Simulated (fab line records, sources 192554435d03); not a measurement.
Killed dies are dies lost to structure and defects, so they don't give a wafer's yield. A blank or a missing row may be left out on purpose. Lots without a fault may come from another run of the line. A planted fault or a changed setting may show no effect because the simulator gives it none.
fab line records | flow n5_finfet | part 1 of 2: steps 1 to 4 of 6
record lots=24 wafers=72 last_day=22
route steps=1938 shown ZERO_LAYER@4 WELL_APT@29 FIN_SAQP@100 FIN_CUT@164
lots that met no fault: from a run of the same line without faults
start_h: hours from the record's first day to the start of the lot's first wafer shown | wait_h: hours since the lot's step before | " the same as in the row above | L1.1+2: a row that stands for several wafers | - no value, or no start given | * or withheld: withheld | < > ~ a bound
route shown NAME@n: a module of which the file shows steps, and the number in the route of the first | usual: mean/standard deviation of fault-free wafers | same: alike in all rows | chamber/n: place in a boat | sites: the reading at each site | _std_site: their standard deviation | _edge_site: outer sites' mean less inner sites' | radius_mm: how far each site lies from the wafer's centre | mask NAME#n: copy n | behind: the tool/chamber that last shaped the wafer | hold: why the lot was held/for how many hours/how that ended | device: the transistor (n, p or np) that didn't switch | end of line: the same wafers' tests at the end of the route | a step without rows: its recipe alone | killed: dies lost to structure and defects at the first sort, not the wafer's yield | map: a wafer's dies, x killed, . not, _ none there
set.NAME: the setting as run; set.NAME@STEP: as run at that earlier step | model.NAME: the simulator's own value behind a step, which no gauge read
steps of the route over a sample of lots; a table a step, a row a wafer
services: from which hour (start_h, from the record's first day; less than 0 if before it) a tool's chamber was out of use, for how many hours, and why
## steps
# step N5_ZERO_LAYER_PECVD_02
# recipe material=SiO2 target_thk_a=100 temp_c=400 precursor=SiH4/N2O pressure_torr=0.75 rf_w=275 time_s=6
# usual chamber_pressure_Torr=0.7499/0.0016 heater_power_w=730/71 showerhead_plenum_p_Torr=8.08/0.11 showerhead_vpp_V=1031/40
# columns lot.wafer tool chamber start_h wait_h chamber_pressure_Torr heater_power_w showerhead_plenum_p_Torr showerhead_vpp_V
L074.1 pecvd-04 2 12.28 0.0 0.7472 604 8.03 1016
L074.3 " 0 " " 0.7515 741 7.96 1021
L074.5 " 2 " " 0.7466 586 8.05 1009
L075.2 pecvd-02 0 18.28 0.0 0.7511 833 8.18 1066
L075.4 " 0 " " 0.7505 837 8.16 1042
L075.5 " 0 " " 0.7510 814 8.14 1035
L076.4 pecvd-02 0 24.31 0.1 0.7500 858 8.18 1020
L076.5 " 2 " " 0.7506 744 8.00 1084
L076.6 " 1 " " 0.7524 655 8.11 959
L077.1 pecvd-04 2 30.29 0.0 0.7501 628 8.07 1010
L077.4 " 2 " " 0.7516 615 8.05 1010
L077.6 " 0 " " 0.7502 718 7.96 1004
L078.4 pecvd-03 0 36.31 0.1 0.7519 807 8.14 1088
L078.5 " 2 " " 0.7520 808 8.08 1068
L078.6 " 1 " " 0.7502 734 7.89 1050
L079.1 pecvd-03 0 42.28 0.0 0.7467 817 8.13 1071
L079.3 " 2 " " 0.7490 695 8.10 1062
L079.4 " 1 " " 0.7508 777 7.88 1057
L080.3 pecvd-02 1 48.28 0.0 0.7504 708 8.10 967
L080.4 " 0 " " 0.7504 870 8.16 1069
L080.5 " 2 " " 0.7487 747 8.01 1065
L081.1 pecvd-02 2 54.28 0.0 0.7488 758 8.00 1089
L081.2 " 1 " " 0.7514 640 8.12 971
L081.4 " 2 " " 0.7513 774 8.01 1081
L082.1 pecvd-03 1 60.28 0.0 0.7501 754 7.87 1047
L082.3 " 2 " " 0.7522 839 8.10 1073
L082.6 " 0 " " 0.7476 751 8.12 1053
L083.2 pecvd-03 0 66.28 0.0 0.7518 790 8.14 1066
L083.3 " 2 " " 0.7495 772 8.09 1049
L083.4 " 0 " " 0.7500 788 8.16 1078
L084.4 pecvd-04 2 72.31 0.1 0.7523 677 8.05 1018
L084.5 " 0 " " 0.7500 726 7.96 1025
L084.6 " 1 " " 0.7487 704 8.25 983
L085.1 pecvd-03 2 78.29 0.0 0.7473 705 8.08 1042
L085.2 " 0 " " 0.7491 799 8.14 1064
L085.6 " 1 " " 0.7478 793 7.88 1047
L086.3 pecvd-04 0 84.28 0.0 0.7489 688 7.95 998
L086.5 " 1 " " 0.7477 627 8.25 975
L086.6 " 0 " " 0.7496 688 7.97 999
L087.2 pecvd-03 1 90.28 0.0 0.7497 809 7.88 1043
L087.4 " 2 " " 0.7515 741 8.07 1068
L087.6 " 1 " " 0.7502 802 7.88 1046
L088.2 pecvd-04 1 96.28 0.0 0.7493 718 8.25 983
L088.5 " 2 " " 0.7501 590 8.06 1029
L088.6 " 1 " " 0.7494 689 8.24 1003
L089.1 pecvd-04 2 102.28 0.0 0.7512 671 8.06 1011
L089.2 " 0 " " 0.7484 722 7.96 1012
L089.3 " 1 " " 0.7476 679 8.26 978
L090.3 pecvd-03 2 108.28 0.0 0.7525 736 8.09 1055
L090.5 " 1 " " 0.7527 709 7.87 1045
L090.6 " 0 " " 0.7481 810 8.14 1075
L091.1 pecvd-02 0 114.31 0.0 0.7509 850 8.18 1062
L091.2 " 2 " " 0.7474 664 8.01 1065
L091.3 " 1 " " 0.7502 597 8.12 974
L092.1 pecvd-02 2 120.28 0.0 0.7537 695 7.98 1068
L092.2 " 1 " " 0.7522 690 8.13 970
L092.5 " 2 " " 0.7509 694 7.99 1079
L093.1 pecvd-03 1 126.31 0.0 0.7481 720 7.88 1019
L093.4 " 2 " " 0.7499 710 8.08 1059
L093.5 " 1 " " 0.7499 712 7.88 1053
L094.1 pecvd-04 1 132.30 0.0 0.7503 605 8.25 961
L094.5 " 0 " " 0.7477 780 7.97 1006
L094.6 " 1 " " 0.7497 630 8.25 968
L095.4 pecvd-04 2 138.31 0.1 0.7506 696 8.05 998
L095.5 " 0 " " 0.7492 800 7.94 1001
L095.6 " 1 " " 0.7520 656 8.27 1000
L096.3 pecvd-02 2 144.28 0.0 0.7502 743 8.02 1059
L096.4 " 1 " " 0.7499 668 8.12 968
L096.6 " 2 " " 0.7505 745 8.01 1075
L097.3 pecvd-04 1 150.31 0.1 0.7497 703 8.27 984
L097.4 " 2 " " 0.7501 696 8.08 1014
L097.5 " 1 " " 0.7485 705 8.25 982
# step N5_WELL_APT_OVL_MEAS_09
# recipe points_per_wafer=44
# usual NWELL_OVL=2/6.1
# columns lot.wafer tool chamber start_h wait_h NWELL_OVL[nm]
L074.1 overlay-01 0 13.95 0.0 8
L074.3 " 0 " " 7
L074.5 " 0 " " 6
L075.2 overlay-01 0 19.86 0.0 3
L075.4 " 0 " " 2
L075.5 " 0 " " 3
L076.4 overlay-02 0 25.71 0.0 6
L076.5 " 0 " " -1
L076.6 " 0 " " 0
L077.1 overlay-01 0 31.73 0.0 -2
L077.4 " 0 " " -8
L077.6 " 0 " " -9
L078.4 overlay-01 0 37.72 0.0 11
L078.5 " 0 " " 12
L078.6 " 0 " " 10
L079.1 overlay-02 0 43.71 0.0 13
L079.3 " 0 " " 8
L079.4 " 0 " " 8
L080.3 overlay-01 0 49.71 0.0 12
L080.4 " 0 " " 9
L080.5 " 0 " " 12
L081.1 overlay-02 0 55.71 0.0 -6
L081.2 " 0 " " 1
L081.4 " 0 " " 5
L082.1 overlay-01 0 61.71 0.0 -4
L082.3 " 0 " " -5
L082.6 " 0 " " 0
L083.2 overlay-01 0 67.77 0.0 3
L083.3 " 0 " " 2
L083.4 " 0 " " -1
L084.4 overlay-02 0 73.84 0.0 -1
L084.5 " 0 " " 6
L084.6 " 0 " " -4
L085.1 overlay-01 0 79.84 0.0 -7
L085.2 " 0 " " -5
L085.6 " 0 " " -11
L086.3 overlay-02 0 85.73 0.0 0
L086.5 " 0 " " 2
L086.6 " 0 " " 9
L087.2 overlay-01 0 91.86 0.0 -4
L087.4 " 0 " " -7
L087.6 " 0 " " -4
L088.2 overlay-02 0 97.90 0.0 -4
L088.5 " 0 " " -1
L088.6 " 0 " " 4
L089.1 overlay-02 0 103.86 0.0 6
L089.2 " 0 " " -4
L089.3 " 0 " " 2
L090.3 overlay-01 0 109.91 0.0 9
L090.5 " 0 " " 3
L090.6 " 0 " " 9
L091.1 overlay-01 0 115.92 0.0 0
L091.2 " 0 " " 2
L091.3 " 0 " " -2
L092.1 overlay-01 0 121.71 0.0 -4
L092.2 " 0 " " -7
L092.5 " 0 " " -6
L093.1 overlay-02 0 128.04 0.0 14
L093.4 " 0 " " -1
L093.5 " 0 " " 8
L094.1 overlay-01 0 134.04 0.0 5
L094.5 " 0 " " 10
L094.6 " 0 " " 2
L095.4 overlay-02 0 139.85 0.0 4
L095.5 " 0 " " 4
L095.6 " 0 " " -2
L096.3 overlay-02 0 145.88 0.0 -2
L096.4 " 0 " " -9
L096.6 " 0 " " -2
L097.3 overlay-02 0 151.96 0.0 1
L097.4 " 0 " " -3
L097.5 " 0 " " 4
# step N5_FIN_SAQP_PECVD_06
# recipe material=a-Si target_thk_a=600 temp_c=400 precursor=SiH4/He pressure_torr=3 rf_w=100 time_s=48.1
# usual chamber_pressure_Torr=3.000/0.0064 heater_power_w=798/63 showerhead_plenum_p_Torr=5.65/0.047 showerhead_vpp_V=619/22 throttle_valve_pct=18.3/0.65
# columns lot.wafer tool chamber start_h wait_h chamber_pressure_Torr heater_power_w showerhead_plenum_p_Torr showerhead_vpp_V throttle_valve_pct
L074.1 pecvd-04 1 21.87 0.0 3.004 740 5.69 587 17.5
L074.3 " 0 " " 3.003 821 5.61 608 18.4
L074.5 " 2 " " 3.008 661 5.62 597 17.6
L075.2 pecvd-01 1 27.42 0.0 3.010 877 5.72 591 18.3
L075.4 " 0 " " 3.000 831 5.65 637 19.3
L075.5 " 0 " " 2.996 822 5.65 629 19.1
L076.4 pecvd-03 0 33.35 0.0 3.004 763 5.67 643 18.6
L076.5 " 2 " " 3.000 757 5.65 637 18.9
L076.6 " 1 " " 3.001 795 5.59 634 18.7
L077.1 pecvd-03 1 39.95 0.0 2.994 815 5.56 631 18.4
L077.4 " 1 " " 2.994 814 5.56 636 18.4
L077.6 " 2 " " 2.999 815 5.65 634 19.1
L078.4 pecvd-03 1 45.57 0.0 3.000 820 5.56 644 18.7
L078.5 " 0 " " 2.993 881 5.67 650 18.2
L078.6 " 2 " " 2.997 901 5.64 649 18.9
L079.1 pecvd-01 2 51.48 0.0 3.004 934 5.66 578 16.5
L079.3 " 1 " " 2.999 739 5.72 596 18.2
L079.4 " 0 " " 2.994 785 5.66 632 19.2
L080.3 pecvd-03 1 57.56 0.0 3.002 867 5.57 630 18.5
L080.4 " 0 " " 3.001 839 5.67 640 18.5
L080.5 " 2 " " 3.004 811 5.64 637 18.7
L081.1 pecvd-04 0 63.13 0.0 2.999 836 5.58 605 18.5
L081.2 " 2 " " 3.000 681 5.63 613 17.6
L081.4 " 2 " " 3.003 674 5.64 612 17.9
L082.1 pecvd-03 1 70.14 0.0 3.001 767 5.60 631 18.9
L082.3 " 2 " " 3.001 807 5.67 645 19.0
L082.6 " 2 " " 2.995 801 5.65 636 19.1
L083.2 pecvd-01 2 75.86 0.0 2.999 933 5.67 590 16.5
L083.3 " 1 " " 2.990 754 5.71 595 17.8
L083.4 " 0 " " 3.004 799 5.63 645 19.2
L084.4 pecvd-04 2 81.82 0.0 2.998 728 5.63 610 17.6
L084.5 " 0 " " 3.002 862 5.60 617 18.5
L084.6 " 1 " " 3.008 683 5.71 593 17.7
L085.1 pecvd-04 0 88.01 0.0 2.994 824 5.60 608 18.7
L085.2 " 2 " " 3.012 723 5.63 605 17.7
L085.6 " 1 " " 2.997 709 5.72 591 17.6
L086.3 pecvd-04 1 95.71 0.0 3.003 718 5.72 592 17.6
L086.5 " 1 " " 2.999 732 5.72 585 17.6
L086.6 " 2 " " 2.999 636 5.63 614 17.7
L087.2 pecvd-03 1 101.38 0.0 2.995 767 5.57 634 18.8
L087.4 " 0 " " 3.005 829 5.68 641 18.5
L087.6 " 2 " " 2.998 746 5.65 653 19.0
L088.2 pecvd-03 0 106.15 0.0 3.006 889 5.68 647 18.5
L088.5 " 0 " " 3.005 881 5.66 656 18.4
L088.6 " 1 " " 2.991 805 5.58 632 18.8
L089.1 pecvd-01 2 112.12 0.0 3.007 787 5.67 583 16.6
L089.2 " 0 " " 3.009 726 5.66 620 19.0
L089.3 " 1 " " 2.997 802 5.70 594 18.1
L090.3 pecvd-03 2 117.76 0.0 3.001 837 5.64 648 18.9
L090.5 " 1 " " 3.007 832 5.56 638 18.7
L090.6 " 2 " " 2.994 853 5.65 647 19.1
L091.1 pecvd-04 0 123.77 0.0 3.004 854 5.59 610 18.3
L091.2 " 1 " " 3.001 706 5.72 585 17.5
L091.3 " 2 " " 3.003 741 5.64 608 17.8
L092.1 pecvd-04 1 129.84 0.0 2.993 744 5.72 594 17.5
L092.2 " 2 " " 2.996 743 5.64 608 18.0
L092.5 " 2 " " 2.998 732 5.64 606 17.9
L093.1 pecvd-01 2 135.35 0.0 2.992 880 5.69 581 16.7
L093.4 " 1 " " 3.002 803 5.72 588 18.2
L093.5 " 2 " " 2.996 880 5.68 577 16.5
L094.1 pecvd-03 2 141.47 0.0 3.003 890 5.65 636 19.0
L094.5 " 0 " " 3.012 839 5.68 646 18.5
L094.6 " 2 " " 3.005 861 5.64 639 19.1
L095.4 pecvd-04 2 147.07 0.0 2.999 614 5.62 614 17.7
L095.5 " 1 " " 2.997 767 5.69 588 17.5
L095.6 " 0 " " 3.004 784 5.59 605 18.6
L096.3 pecvd-03 0 153.75 0.0 3.004 780 5.67 639 18.8
L096.4 " 0 " " 3.006 797 5.66 659 18.5
L096.6 " 1 " " 2.997 834 5.58 633 18.8
L097.3 pecvd-04 2 160.20 0.0 3.002 770 5.64 612 18.3
L097.4 " 1 " " 3.006 785 5.71 592 18.0
L097.5 " 1 " " 2.990 767 5.71 592 17.5
# step N5_FIN_SAQP_DESCUM_21
# recipe chemistry=O2 time_s=7.9 source_power_w=50 bias_power_w=20 pressure_mtorr=20 rf_frequency_hz=2.712e+07 temp_c=40 resist=CAR-ArF o2_flow_sccm=225
# usual chamber_pressure_mTorr=19.998/0.017 drypump_motor_current_A=5.6/0.36 oes_product_au=0.77/0.085 rf_vpp_V=243.0/1.5 showerhead_plenum_p_Torr=2.08/0.081 throttle_valve_pct=20.50/0.12
# columns lot.wafer tool chamber start_h wait_h chamber_pressure_mTorr drypump_motor_current_A oes_product_au rf_hours_counter_h rf_vpp_V showerhead_plenum_p_Torr throttle_valve_pct
L074.1 rie_diel-04 3 22.48 0.1 19.984 5.1 0.73 179 242.5 2.18 20.59
L074.3 " 2 " " 19.971 5.2 0.75 151 242.8 2.08 20.40
L074.5 " 0 " " 19.961 6.1 0.71 - 241.3 1.99 20.52
L075.2 rie_diel-02 0 28.15 0.2 19.995 5.6 0.75 143 241.5 2.01 20.31
L075.4 " 2 " " 19.987 5.6 0.86 45 245.1 2.21 20.42
L075.5 " 2 " " 20.007 5.7 0.86 - 245.1 2.21 20.40
L076.4 rie_diel-04 1 34.02 0.0 19.997 5.6 0.71 243 242.4 2.05 20.87
L076.5 " 1 " " 20.000 5.6 0.70 - 242.1 2.05 20.88
L076.6 " 2 " " 20.000 5.1 0.74 - 243.4 2.08 20.41
L077.1 rie_diel-04 3 41.60 0.0 20.026 5.1 0.73 185 243.7 2.17 20.57
L077.4 " 1 " " 19.976 5.6 0.69 245 241.9 2.05 20.89
L077.6 " 0 " " 19.981 6.1 0.72 - 242.9 1.98 20.50
L078.4 rie_diel-05 0 46.43 0.3 20.006 6.3 0.70 227 243.5 2.15 20.68
L078.5 " 0 " " 20.025 6.3 0.70 - 243.6 2.15 20.70
L078.6 " 1 " " 20.023 5.4 0.70 - 241.9 1.99 20.50
L079.1 rie_diel-02 1 52.15 0.0 20.025 5.8 0.77 122 244.0 2.19 20.35
L079.3 " 0 " " 19.984 5.6 0.74 151 243.2 2.01 20.32
L079.4 " 3 " " 20.030 5.6 0.81 102 241.4 2.03 20.55
L080.3 rie_diel-02 1 58.11 0.0 19.986 5.8 0.77 125 244.6 2.19 20.36
L080.4 " 2 " " 20.024 5.7 0.85 56 245.9 2.21 20.42
L080.5 " 0 " " 19.989 5.6 0.73 - 242.0 2.01 20.34
L081.1 rie_diel-04 2 63.68 0.0 20.002 5.1 0.74 167 242.9 2.08 20.41
L081.2 " 0 " " 20.027 6.1 0.70 215 241.4 1.98 20.53
L081.4 " 3 " " 19.981 5.1 0.73 - 244.8 2.17 20.60
L082.1 rie_diel-02 0 71.00 0.2 19.980 5.6 0.74 158 242.2 2.00 20.31
L082.3 " 1 " " 19.985 5.8 0.77 129 244.6 2.19 20.37
L082.6 " 0 " " 20.001 5.6 0.74 - 241.1 2.00 20.33
L083.2 rie_diel-04 0 76.81 0.3 20.006 6.1 0.69 221 241.4 1.98 20.52
L083.3 " 1 " " 19.991 5.6 1.01 1 242.7 2.05 20.48
L083.4 " 2 " " 20.003 5.1 0.73 172 241.1 2.07 20.42
L084.4 rie_diel-04 2 82.36 0.0 20.006 5.2 0.73 - 242.7 2.07 20.42
L084.5 " 1 " " 19.989 5.6 1.00 - 242.8 2.05 20.50
L084.6 " 0 " " 19.991 6.1 0.69 - 241.5 1.98 20.54
L085.1 rie_diel-04 1 88.56 0.0 19.998 5.6 0.98 6 242.2 2.05 20.51
L085.2 " 0 " " 20.007 6.1 0.69 225 240.1 1.98 20.56
L085.6 " 1 " " 19.975 5.6 0.98 - 243.1 2.05 20.49
L086.3 rie_diel-04 1 96.46 0.2 20.043 5.5 0.97 10 243.3 2.05 20.51
L086.5 " 1 " " 20.002 5.5 0.97 - 242.8 2.05 20.50
L086.6 " 0 " " 20.028 6.1 0.68 - 242.2 1.98 20.56
L087.2 rie_diel-04 1 102.05 0.0 20.010 5.6 0.97 12 242.7 2.05 20.49
L087.4 " 3 " " 19.979 5.1 0.72 205 244.5 2.17 20.62
L087.6 " 3 " " 19.990 5.1 0.72 - 245.2 2.17 20.60
L088.2 rie_diel-04 2 106.82 0.0 20.019 5.2 0.72 183 243.5 2.07 20.46
L088.5 " 0 " " 20.007 6.1 0.69 - 240.6 1.97 20.57
L088.6 " 3 " " 19.980 5.1 0.72 - 244.5 2.17 20.62
L089.1 rie_diel-04 1 112.79 0.0 19.992 5.6 0.95 16 242.8 2.05 20.51
L089.2 " 0 " " 20.009 6.1 0.69 235 241.5 1.97 20.57
L089.3 " 2 " " 19.963 5.2 0.71 186 244.3 2.07 20.45
L090.3 rie_diel-04 2 118.30 0.0 20.004 5.2 0.72 188 244.5 2.07 20.45
L090.5 " 1 " " 19.969 5.5 0.94 - 242.9 2.05 20.52
L090.6 " 2 " " 20.021 5.2 0.72 - 242.9 2.07 20.44
L091.1 rie_diel-02 3 124.44 0.0 20.005 5.6 0.80 125 242.6 2.02 20.60
L091.2 " 2 " " 20.026 5.7 0.83 77 246.1 2.20 20.46
L091.3 " 0 " " 19.981 5.6 0.73 175 242.5 2.00 20.35
L092.1 rie_diel-04 1 130.53 0.1 19.976 5.6 0.94 22 241.1 2.04 20.52
L092.2 " 2 " " 20.003 5.1 0.72 192 243.8 2.07 20.45
L092.5 " 2 " " 19.977 5.2 0.72 - 245.2 2.07 20.45
L093.1 rie_diel-02 3 135.94 0.1 20.009 5.6 0.79 129 241.7 2.02 20.60
L093.4 " 1 " " 19.961 5.8 0.74 151 244.1 2.18 20.40
L093.5 " 3 " " 19.971 5.6 0.79 - 242.5 2.02 20.59
L094.1 rie_diel-02 3 142.14 0.0 19.998 5.6 0.79 132 241.0 2.01 20.59
L094.5 " 1 " " 19.985 5.7 0.74 - 244.5 2.18 20.41
L094.6 " 0 " " 19.980 5.6 0.71 - 241.7 2.00 20.38
L095.4 rie_diel-05 1 147.82 0.1 19.971 5.4 0.68 - 241.5 1.98 20.52
L095.5 " 3 " " 19.999 6.6 0.71 - 245.1 2.18 20.57
L095.6 " 0 " " 19.997 6.3 0.96 - 244.5 2.14 20.34
L096.3 rie_diel-02 1 154.45 0.0 19.993 5.8 0.74 157 246.2 2.18 20.41
L096.4 " 2 " " 20.028 5.6 0.81 - 245.5 2.20 20.49
L096.6 " 3 " " 19.971 5.6 0.77 - 241.8 2.01 20.61
L097.3 rie_diel-02 2 161.05 0.2 20.006 5.7 0.81 91 243.7 2.19 20.47
L097.4 " 3 " " 19.986 5.6 0.78 140 240.4 2.01 20.60
L097.5 " 3 " " 20.005 5.6 0.78 - 241.6 2.01 20.60
